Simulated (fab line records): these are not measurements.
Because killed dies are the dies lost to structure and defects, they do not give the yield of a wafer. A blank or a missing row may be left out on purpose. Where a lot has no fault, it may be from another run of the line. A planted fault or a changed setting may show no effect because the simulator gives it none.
fab line records	flow nandHarc	part 1 of 2: steps 1 to 23 of 35
record lots=5	wafers=15	lastDay=24
route steps=1159 shown A_CHANNEL_FILL_D1@508 A_STAIRCASE@519
lots that met no fault: taken from a fault-free run of the same line
startH: hours from the record's first day to the start of the lot's first wafer shown	waitH: hours elapsed since this lot's preceding step	" as in the row above	L1.1+2: several wafers, shown together as one row	- no value present, or no start provided	* or withheld: withheld	< > ~ a bound
route shown NAME@n: NAME is a module with steps in the file, n the number in the route of the first one	usual: mean/standard deviation of fault-free wafers	same: alike in all rows	chamber/n: place in a boat	sites: the reading at each site	_std_site: standard deviation across them	_edge_site: outer sites' mean less inner sites'	radiusMm: how far each site lies from the wafer's centre	mask NAME#n: copy n	behind: tool/chamber where the wafer was last shaped	hold: reason for holding the lot/hours on hold/outcome of the hold	device: which transistor (n, p or np) failed to switch	end of line: the tests these same wafers got at the end of their route	where a step has no rows: the recipe by itself	killed: at the first sort, the dies lost to defects and structure; wafer yield is something else	map: shows each die of a wafer: x if killed, . if not, _ if none is there
set.NAME: the run value of the setting; set.NAME@STEP: its run value at that earlier step	model.NAME: the simulator's own value behind a step, which no gauge read
lots at selected steps of the route; one table per step, one row per wafer
services: the hour from which a tool's chamber was out of use, counted from the record's first day as startH (under 0 if before that day), plus the number of hours and why
## steps
# step NHARC_A_CHANNEL_FILL_D1_ETCHBACK_08
# recipe targetDepthA=2200	timeS=110	c4f8FlowSccm=20	arFlowSccm=withheld	rfW=600	biasW=300	chemistry=C4F8
# usual oesProductAu=0.95/0.039	rfVppV=440.6/2.7
lot.wafer	tool	chamber	startH	waitH	oesProductAu	rfHoursCounterH	rfVppV
L080.1	rieDiel-13	1	-	-	0.89	3.4	440.7
L080.2	"	3	"	"	0.92	3.7	442.0
L080.5	"	1	"	"	0.89	-	438.4
L082.3	rieDiel-04	2	-	-	0.92	4.8	435.8
L082.4	"	3	"	"	0.94	5.2	439.3
L082.2	"	0	"	"	0.93	5.1	438.0
L086.4	rieDiel-13	0	-	-	1.00	0.4	442.9
L086.3	"	2	"	"	1.01	0.4	444.8
L086.1	"	3	"	"	1.02	0.5	442.0
L094.1	rieDiel-13	2	-	-	1.00	1.4	444.1
L094.6	"	2	"	"	1.00	-	444.4
L094.5	"	3	"	"	0.99	-	442.4
L097.2	rieDiel-04	3	-	-	0.93	2.4	437.8
L097.1	"	0	"	"	0.92	2.2	439.1
L097.4	"	1	"	"	0.92	2.1	440.1
# step NHARC_A_CHANNEL_FILL_D1_STRIP_29
# recipe timeS=20	o2FlowSccm=500	arFlowSccm=0	biasW=0	chemistry=O2
# usual drypumpMotorCurrentA=5.6/0.39	oesProductAu=0.996/0.013	rfVppV=57.7/1	showerheadPlenumPTorr=3.52/0.13	throttleValvePct=17.036/0.0084
lot.wafer	tool	chamber	startH	waitH	drypumpMotorCurrentA	oesProductAu	rfHoursCounterH	rfVppV	showerheadPlenumPTorr	throttleValvePct
L080.2	rieDiel-13	1	-	-	5.2	0.977	3.4	56.8	3.44	17.036
L080.1	"	2	"	"	5.3	0.980	3.5	57.7	3.76	17.046
L080.5	"	2	"	"	5.3	0.986	-	58.6	3.76	17.022
L082.4	rieDiel-04	1	-	-	5.6	0.992	5.0	57.6	3.51	17.046
L082.3	"	2	"	"	5.5	1.002	4.9	56.7	3.30	17.045
L082.2	"	3	"	"	6.0	1.018	5.2	57.6	3.44	17.051
L086.3	rieDiel-13	0	-	-	5.9	0.993	0.4	57.0	3.64	17.047
L086.1	"	1	"	"	5.2	0.977	0.4	59.1	3.44	17.040
L086.4	"	3	"	"	5.1	1.021	0.5	57.0	3.55	17.047
L094.1	rieDiel-13	1	-	-	5.2	1.000	1.4	58.3	3.43	17.031
L094.6	"	0	"	"	5.9	0.994	-	57.8	3.63	17.036
L094.5	"	1	"	"	5.2	0.992	-	59.7	3.44	17.038
L097.2	rieDiel-04	3	-	-	6.0	1.001	2.5	56.7	3.44	17.028
L097.1	"	0	"	"	6.3	0.992	2.3	57.7	3.39	17.026
L097.4	"	2	"	"	5.5	0.993	2.3	56.9	3.30	17.032
# step NHARC_A_CHANNEL_FILL_D1_PRECLEAN_30
# recipe timeS=30	chemistry=dHF
lot.wafer	tool	chamber	startH	waitH
L080.2+1+5	wetBench-04	1,2,4	248.62	-
L082.2+3+4	wetBench-04	4,6,0	274.74	-
L086.3+1+4	wetBench-09	7,0,1	299.79	-
L094.5+1+6	wetBench-09	3,5,6	343.92	-
L097.2+4+1	wetBench-04	2,4,5	368.29	-
# step NHARC_A_CHANNEL_FILL_D1_SRD_31
lot.wafer	tool	chamber	startH	waitH
L080.2+1+5	wetBench-04	1,2,4	248.65	0.0
L082.2+3+4	wetBench-04	4,6,0	-	-
L086.3+1+4	wetBench-09	7,0,1	299.81	0.0
L094.5+1+6	wetBench-09	3,5,6	343.94	0.0
L097.2+4+1	wetBench-04	2,4,5	368.31	0.0
# step NHARC_A_CHANNEL_FILL_D1_CVD_09
# recipe targetThkA=1500	tempC=620	pressureMtorr=200	timeS=3000	material=poly-Si
# usual zonePowerLowerPct=9.2/0.74
lot.wafer	tool	chamber	startH	waitH	zonePowerLowerPct
L080.1	lpcvdPoly-01	0	251.08	2.4	9.5
L080.2	"	0	"	"	9.5
L080.5	"	0	"	"	9.4
L082.2	lpcvdPoly-02	0	277.20	-	9.3
L082.3	"	0	"	"	9.4
L082.4	"	0	"	"	9.4
L086.1	lpcvdPoly-01	0	302.23	2.4	9.4
L086.3	"	0	"	"	9.5
L086.4	"	0	"	"	9.4
L094.1	lpcvdPoly-02	0	346.34	2.4	9.4
L094.5	"	0	"	"	9.3
L094.6	"	0	"	"	9.4
L097.1	lpcvdPoly-04	0	370.57	2.3	6.7
L097.2	"	0	"	"	6.7
L097.4	"	0	"	"	6.8
# step NHARC_A_CHANNEL_FILL_D1_CMP_10
# recipe targetThkNm=150
# usual motorCurrentA=12.4/1.1	timeToEndpointS=13.4/2.3
lot.wafer	tool	chamber	startH	waitH	motorCurrentA	timeToEndpointS
L080.2	cmp-03	3	254.30	0.4	12.3	17.6
L080.1	"	0	"	"	11.6	14.8
L080.5	"	2	"	"	12.2	14.5
L082.2	cmp-03	3	280.40	0.4	12.1	15.7
L082.4	"	0	"	"	12.1	13.2
L082.3	"	2	"	"	12.8	15.7
L086.1	cmp-03	1	305.44	0.4	11.9	14.2
L086.4	"	2	"	"	12.7	13.0
L086.3	"	3	"	"	12.6	12.4
L094.1	cmp-04	0	349.64	0.5	12.1	11.4
L094.6	"	2	"	"	14.4	9.8
L094.5	"	3	"	"	13.8	14.6
L097.2	cmp-02	0	373.78	0.4	12.3	13.5
L097.1	"	1	"	"	12.3	12.2
L097.4	"	2	"	"	12.1	14.0
# step NHARC_A_CHANNEL_FILL_D1_SRD_12
lot.wafer	tool	chamber	startH	waitH
L080.5+1+2	wetBench-09	7,3,4	254.58	0.0
L082.3+4+2	wetBench-07	0,1,5	280.71	0.0
L086.3+4+1	wetBench-07	4,5,1	305.73	0.0
L094.5+1+6	wetBench-09	1,2,3	349.89	0.0
L097.1+4+2	wetBench-07	3,4,6	374.07	0.0
# step NHARC_A_CHANNEL_FILL_D1_RTA_24
# recipe tempC=1000	timeS=5
# usual lampPowerPct=34.6/1.2	lamp_zone_6_pct=34.5/1.2	wafer_temp_C_max=1005.3/1.7
lot.wafer	tool	chamber	startH	waitH	lampPowerPct	lamp_zone_6_pct	wafer_temp_C_max
L080.1	rtpAnneal-01	0	254.76	0.1	33.3	33.2	1002.9
L080.2	"	0	"	"	33.3	33.2	1004.6
L080.5	"	0	"	"	33.3	33.3	1003.7
L082.2	rtpAnneal-02	0	280.89	0.1	35.8	35.8	1008.1
L082.3	"	0	"	"	35.8	35.7	1006.6
L082.4	"	0	"	"	35.9	35.7	1007.7
L086.1	rtpAnneal-01	0	305.85	0.0	33.4	33.2	1002.6
L086.3	"	0	"	"	33.3	33.2	1003.2
L086.4	"	0	"	"	33.3	33.2	1004.3
L094.1	rtpAnneal-01	0	350.00	0.0	33.4	33.3	1003.4
L094.5	"	0	"	"	33.3	33.3	1005.3
L094.6	"	0	"	"	33.4	33.3	1003.2
L097.1	rtpAnneal-02	0	374.19	0.0	35.7	35.7	1005.1
L097.2	"	0	"	"	35.8	35.8	1007.2
L097.4	"	0	"	"	35.8	35.8	1011.2
# step NHARC_A_CHANNEL_FILL_D1_INSPECT_13
# usual rawDefectCount=277/100
lot.wafer	tool	chamber	startH	waitH	rawDefectCount
L080.1	defectInspect-01	-	254.96	0.2	285
L080.2	"	-	"	"	167
L080.5	"	-	"	"	145
L082.2	defectInspect-02	-	281.06	0.1	454
L082.3	"	-	"	"	276
L082.4	"	-	"	"	187
L086.1	defectInspect-01	-	306.05	0.2	214
L086.3	"	-	"	"	207
L086.4	"	-	"	"	252
L094.1	defectInspect-01	-	350.20	0.2	433
L094.5	"	-	"	"	168
L094.6	"	-	"	"	309
L097.1	defectInspect-01	-	374.39	0.2	251
L097.2	"	-	"	"	154
L097.4	"	-	"	"	266
# step NHARC_A_STAIRCASE_DEP_156
# recipe targetThkA=500	tempC=400	targetThkNm=50	flowSccm=200	rfW=450	material=SiNx
# usual heaterPowerOuterW=434/59	heaterPowerW=753/82
lot.wafer	tool	chamber	startH	waitH	heaterPowerOuterW	heaterPowerW
L080.2	pecvd-03	0	255.05	0.1	458	786
L080.1	"	1	"	"	408	741
L080.5	"	0	"	"	448	774
L082.3	pecvd-03	0	281.12	0.1	457	819
L082.2	"	2	"	"	520	844
L082.4	"	2	"	"	532	834
L086.1	pecvd-01	1	306.12	0.1	492	873
L086.3	"	2	"	"	393	728
L086.4	"	1	"	"	493	837
L094.1	pecvd-03	1	350.27	0.1	398	741
L094.5	"	2	"	"	547	867
L094.6	"	0	"	"	394	664
L097.2	pecvd-01	2	374.52	0.1	431	807
L097.1	"	0	"	"	470	787
L097.4	"	0	"	"	479	800
# step NHARC_A_STAIRCASE_DEHYDRATE_158
# recipe tempC=150	timeS=120
# usual exhaustPa=45.0/0.88
lot.wafer	tool	chamber	startH	waitH	exhaustPa
L080.1	lithoTrack-03	0	255.29	0.2	44.6
L080.2	"	0	"	"	46.5
L080.5	"	0	"	"	46.4
L082.2	lithoTrack-02	0	281.39	0.2	44.6
L082.3	"	0	"	"	45.3
L082.4	"	0	"	"	44.7
L086.1	lithoTrack-02	0	306.39	0.2	44.6
L086.3	"	0	"	"	45.3
L086.4	"	0	"	"	44.9
L094.1	lithoTrack-03	0	350.54	0.2	45.2
L094.5	"	0	"	"	43.9
L094.6	"	0	"	"	44.6
L097.1	lithoTrack-07	0	374.80	0.2	44.3
L097.2	"	0	"	"	44.3
L097.4	"	0	"	"	46.2
# step NHARC_A_STAIRCASE_HMDS_159
# recipe timeS=30
# usual exhaustPa=45.1/0.93
lot.wafer	tool	chamber	startH	waitH	exhaustPa
L080.1	lithoTrack-03	0	-	-	45.8
L080.2	"	0	"	"	45.1
L080.5	"	0	"	"	45.4
L082.2	lithoTrack-02	0	-	-	46.2
L082.3	"	0	"	"	45.1
L082.4	"	0	"	"	46.5
L086.1	lithoTrack-02	0	-	-	46.3
L086.3	"	0	"	"	45.6
L086.4	"	0	"	"	45.3
L094.1	lithoTrack-03	0	-	-	45.3
L094.5	"	0	"	"	46.4
L094.6	"	0	"	"	46.1
L097.1	lithoTrack-07	0	-	-	46.4
L097.2	"	0	"	"	47.0
L097.4	"	0	"	"	46.3
# step NHARC_A_STAIRCASE_COAT_160
# recipe spinRpm=1200
# usual exhaustPa=45.0/1
lot.wafer	tool	chamber	startH	waitH	exhaustPa
L080.1	lithoTrack-03	0	-	-	43.7
L080.2	"	0	"	"	43.4
L080.5	"	0	"	"	44.9
L082.2	lithoTrack-02	0	-	-	43.3
L082.3	"	0	"	"	45.1
L082.4	"	0	"	"	44.1
L086.1	lithoTrack-02	0	-	-	44.3
L086.3	"	0	"	"	44.4
L086.4	"	0	"	"	44.2
L094.1	lithoTrack-03	0	-	-	45.9
L094.5	"	0	"	"	46.1
L094.6	"	0	"	"	46.2
L097.1	lithoTrack-07	0	-	-	45.0
L097.2	"	0	"	"	44.2
L097.4	"	0	"	"	44.0
# step NHARC_A_STAIRCASE_SOFTBAKE_161
# recipe tempC=135	timeS=170
# usual exhaustPa=44.9/0.99
lot.wafer	tool	chamber	startH	waitH	exhaustPa
L080.1	lithoTrack-03	0	-	-	44.4
L080.2	"	0	"	"	42.5
L080.5	"	0	"	"	44.5
L082.2	lithoTrack-02	0	-	-	45.0
L082.3	"	0	"	"	44.6
L082.4	"	0	"	"	44.3
L086.1	lithoTrack-02	0	-	-	43.7
L086.3	"	0	"	"	43.9
L086.4	"	0	"	"	43.2
L094.1	lithoTrack-03	0	-	-	46.6
L094.5	"	0	"	"	46.2
L094.6	"	0	"	"	46.2
L097.1	lithoTrack-07	0	-	-	44.6
L097.2	"	0	"	"	44.5
L097.4	"	0	"	"	43.7
# step NHARC_A_STAIRCASE_EBR_162
# usual exhaustPa=44.8/0.97
lot.wafer	tool	chamber	startH	waitH	exhaustPa
L080.1	lithoTrack-03	0	-	-	44.1
L080.2	"	0	"	"	45.8
L080.5	"	0	"	"	44.3
L082.2	lithoTrack-02	0	-	-	45.3
L082.3	"	0	"	"	45.0
L082.4	"	0	"	"	45.0
L086.1	lithoTrack-02	0	-	-	43.6
L086.3	"	0	"	"	43.3
L086.4	"	0	"	"	44.0
L094.1	lithoTrack-03	0	-	-	44.3
L094.5	"	0	"	"	43.7
L094.6	"	0	"	"	43.2
L097.1	lithoTrack-07	0	-	-	44.5
L097.2	"	0	"	"	44.2
L097.4	"	0	"	"	44.7
# step NHARC_A_STAIRCASE_EXPOSE_163
# recipe na=0.5	doseMj=20.01	maskId=STAIR_OPEN
lot.wafer	tool	chamber	startH	waitH	mask
L080.1+2+5	krfScanner-04	0	255.73	-	STAIR_OPEN#0
L082.2+3+4	krfScanner-01	0	281.61	-	STAIR_OPEN#0
L086.1+3+4	krfScanner-01	0	306.72	-	STAIR_OPEN#0
L094.1+5+6	krfScanner-03	0	350.87	-	STAIR_OPEN#0
L097.1+2+4	krfScanner-04	0	375.13	-	STAIR_OPEN#0
# step NHARC_A_STAIRCASE_PEB_164
# recipe pebTempC=115	pebTimeS=130
# usual exhaustPa=44.9/0.91
lot.wafer	tool	chamber	startH	waitH	exhaustPa
L080.1	lithoTrack-02	0	255.79	0.1	44.5
L080.2	"	0	"	"	46.0
L080.5	"	0	"	"	45.1
L082.2	lithoTrack-03	0	281.67	0.1	43.9
L082.3	"	0	"	"	44.5
L082.4	"	0	"	"	44.3
L086.1	lithoTrack-02	0	306.79	0.1	43.9
L086.3	"	0	"	"	43.6
L086.4	"	0	"	"	44.9
L094.1	lithoTrack-07	0	350.94	0.1	44.2
L094.5	"	0	"	"	43.1
L094.6	"	0	"	"	43.6
L097.1	lithoTrack-02	0	375.20	0.1	44.7
L097.2	"	0	"	"	45.3
L097.4	"	0	"	"	46.1
# step NHARC_A_STAIRCASE_DEVELOP_165
# recipe timeS=140
# usual exhaustPa=45.0/0.82
lot.wafer	tool	chamber	startH	waitH	exhaustPa
L080.1	lithoTrack-02	0	-	-	44.6
L080.2	"	0	"	"	45.6
L080.5	"	0	"	"	45.2
L082.2	lithoTrack-03	0	-	-	44.1
L082.3	"	0	"	"	44.3
L082.4	"	0	"	"	44.3
L086.1	lithoTrack-02	0	-	-	45.1
L086.3	"	0	"	"	45.3
L086.4	"	0	"	"	45.0
L094.1	lithoTrack-07	0	-	-	45.2
L094.5	"	0	"	"	45.0
L094.6	"	0	"	"	44.7
L097.1	lithoTrack-02	0	-	-	45.0
L097.2	"	0	"	"	45.5
L097.4	"	0	"	"	45.9
# step NHARC_A_STAIRCASE_HARDBAKE_167
# recipe tempC=120	timeS=140
# usual exhaustPa=44.7/0.94
lot.wafer	tool	chamber	startH	waitH	exhaustPa
L080.1	lithoTrack-02	0	256.01	-	45.2
L080.2	"	0	"	"	44.3
L080.5	"	0	"	"	44.5
L082.2	lithoTrack-07	0	281.89	-	44.4
L082.3	"	0	"	"	44.5
L082.4	"	0	"	"	44.8
L086.1	lithoTrack-02	0	307.01	-	44.1
L086.3	"	0	"	"	44.4
L086.4	"	0	"	"	43.9
L094.1	lithoTrack-07	0	351.16	-	46.5
L094.5	"	0	"	"	44.0
L094.6	"	0	"	"	45.1
L097.1	lithoTrack-03	0	375.41	-	44.5
L097.2	"	0	"	"	45.5
L097.4	"	0	"	"	45.7
# step NHARC_A_STAIRCASE_DESCUM_168
# recipe timeS=3	o2FlowSccm=200	arFlowSccm=0	biasPowerW=0	chemistry=O2
# usual drypumpMotorCurrentA=5.9/0.51	oesProductAu=1.004/0.0079	rfVppV=57.8/0.85	showerheadPlenumPTorr=1.91/0.065	throttleValvePct=11.311/0.0089
lot.wafer	tool	chamber	startH	waitH	drypumpMotorCurrentA	oesProductAu	rfHoursCounterH	rfVppV	showerheadPlenumPTorr	throttleValvePct
L080.1	rieDiel-06	1	256.10	-	6.0	0.982	2	59.7	1.86	11.307
L080.2	"	2	"	"	5.0	0.997	2	58.5	1.96	11.313
L080.5	"	1	"	"	6.0	0.992	-	58.2	1.86	11.316
L082.3	rieDiel-09	3	281.97	-	6.4	1.002	9	56.7	1.95	11.312
L082.2	"	1	"	"	5.7	1.007	9	59.0	1.95	11.308
L082.4	"	2	"	"	6.2	1.011	8	57.1	1.96	11.304
L086.1	rieDiel-07	1	307.10	-	5.7	1.032	29	55.3	1.80	11.318
L086.4	"	2	"	"	5.7	1.001	27	58.9	1.99	11.301
L086.3	"	0	"	"	6.5	1.004	29	58.2	1.83	11.315
L094.1	rieDiel-07	0	351.25	-	6.6	1.002	46	58.3	1.83	11.304
L094.6	"	0	"	"	6.5	1.008	-	56.0	1.83	11.328
L094.5	"	1	"	"	5.8	1.013	-	56.3	1.79	11.300
L097.2	rieDiel-09	1	375.51	-	5.8	1.005	41	58.1	1.94	11.298
L097.1	"	2	"	"	6.2	0.999	40	59.0	1.94	11.306
L097.4	"	2	"	"	6.2	0.994	-	57.8	1.94	11.305
# step NHARC_A_STAIRCASE_ETCH_169
# recipe targetDepthA=500	timeS=107.1	ionEnergyEv=120	ch3fFlowSccm=50	o2FlowSccm=30	arFlowSccm=200	rfW=500	biasW=100	chemistry=CH3F/O2
# usual drypumpMotorCurrentA=5.9/0.52	oesProductAu=0.952/0.017	rfVppV=244.1/1.3	showerheadPlenumPTorr=2.45/0.079	throttleValvePct=20.664/0.0089
lot.wafer	tool	chamber	startH	waitH	drypumpMotorCurrentA	oesProductAu	rfHoursCounterH	rfVppV	showerheadPlenumPTorr	throttleValvePct
L080.2	rieDiel-06	3	256.26	0.1	6.1	0.943	2	244.6	2.50	20.660
L080.1	"	2	"	"	5.0	0.932	2	246.2	2.52	20.654
L080.5	"	3	"	"	6.1	0.939	-	246.1	2.50	20.681
L082.2	rieDiel-09	1	282.06	0.1	5.8	0.954	9	244.4	2.50	20.672
L082.4	"	2	"	"	6.2	0.945	8	244.9	2.51	20.663
L082.3	"	3	"	"	6.4	0.932	9	244.5	2.50	20.677
L086.3	rieDiel-07	3	307.34	0.2	6.4	0.982	27	244.8	2.51	20.634
L086.1	"	0	"	"	6.5	0.963	29	242.5	2.36	20.670
L086.4	"	2	"	"	5.8	0.965	27	244.5	2.56	20.654
L094.1	rieDiel-07	1	351.56	0.3	5.8	0.959	47	241.5	2.31	20.664
L094.6	"	0	"	"	6.6	0.944	-	241.6	2.35	20.666
L094.5	"	1	"	"	5.7	0.959	-	241.2	2.31	20.666
L097.2	rieDiel-09	1	375.62	0.1	5.7	0.956	41	244.9	2.49	20.670
L097.1	"	2	"	"	6.2	0.966	40	244.8	2.50	20.676
L097.4	"	2	"	"	6.2	0.951	-	243.5	2.50	20.664
# step NHARC_A_STAIRCASE_ETCH_170
# recipe targetDepthA=2000	timeS=66.667	ionEnergyEv=250	c4f6FlowSccm=25	o2FlowSccm=20	arFlowSccm=500	rfW=600	biasW=500	chemistry=C4F6/O2
# usual drypumpMotorCurrentA=5.9/0.51	oesProductAu=0.976/0.011	rfVppV=546.6/2.6	showerheadPlenumPTorr=3.91/0.12	throttleValvePct=26.903/0.0095
lot.wafer	tool	chamber	startH	waitH	drypumpMotorCurrentA	oesProductAu	rfHoursCounterH	rfVppV	showerheadPlenumPTorr	throttleValvePct
L080.2	rieDiel-06	3	-	-	6.1	0.996	2	547.8	3.98	26.901
L080.1	"	1	"	"	6.0	0.963	2	544.0	3.82	26.910
L080.5	"	3	"	"	6.1	0.999	-	548.8	3.98	26.891
L082.3	rieDiel-09	1	-	-	5.8	0.971	9	547.8	3.99	26.901
L082.4	"	2	"	"	6.2	0.967	8	548.4	4.00	26.906
L082.2	"	0	"	"	4.8	0.955	10	547.3	3.91	26.891
L086.1	rieDiel-07	3	-	-	6.4	0.976	27	547.9	3.99	26.930
L086.4	"	0	"	"	6.6	0.953	29	544.4	3.77	26.896
L086.3	"	1	"	"	5.8	0.969	29	541.9	3.71	26.915
L094.1	rieDiel-07	0	-	-	6.6	0.966	46	542.4	3.76	26.907
L094.6	"	3	"	"	6.4	0.972	-	548.4	3.98	26.899
L094.5	"	0	"	"	6.5	0.982	-	544.6	3.76	26.908
L097.1	rieDiel-09	0	-	-	4.8	0.974	46	546.0	3.89	26.909
L097.2	"	1	"	"	5.7	0.976	41	548.6	3.97	26.904
L097.4	"	2	"	"	6.2	0.966	-	548.7	3.98	26.920
# step NHARC_A_STAIRCASE_STRIP_171
# recipe powerW=1500	tempC=250	chemistry=O2
# usual drypumpMotorCurrentA=6.24/0.092	heaterPowerW=329/14	tempC=250.01/0.18
lot.wafer	tool	chamber	startH	waitH	drypumpMotorCurrentA	heaterPowerW	rfHoursCounterH	tempC
L080.1	plasmaAsher-02	0	257.38	-	6.19	330	21	249.97
L080.2	"	1	"	"	6.27	347	21	250.08
L080.5	"	0	"	"	6.22	330	-	250.07
L082.2	plasmaAsher-02	1	282.34	-	6.36	353	31	250.21
L082.4	"	0	"	"	6.24	322	-	249.94
L082.3	"	1	"	"	6.37	350	-	249.85
L086.1	plasmaAsher-01	1	307.84	-	6.13	330	7	249.89
L086.3	"	1	"	"	6.12	316	-	250.09
L086.4	"	0	"	"	6.17	313	-	250.12
L094.1	plasmaAsher-02	1	351.99	-	6.47	340	54	249.81
L094.5	"	0	"	"	6.21	330	-	249.86
L094.6	"	1	"	"	6.42	357	-	249.94
L097.1	plasmaAsher-01	1	375.87	-	6.14	319	32	250.28
L097.2	"	0	"	"	6.22	326	32	249.59
L097.4	"	1	"	"	6.13	320	-	250.05
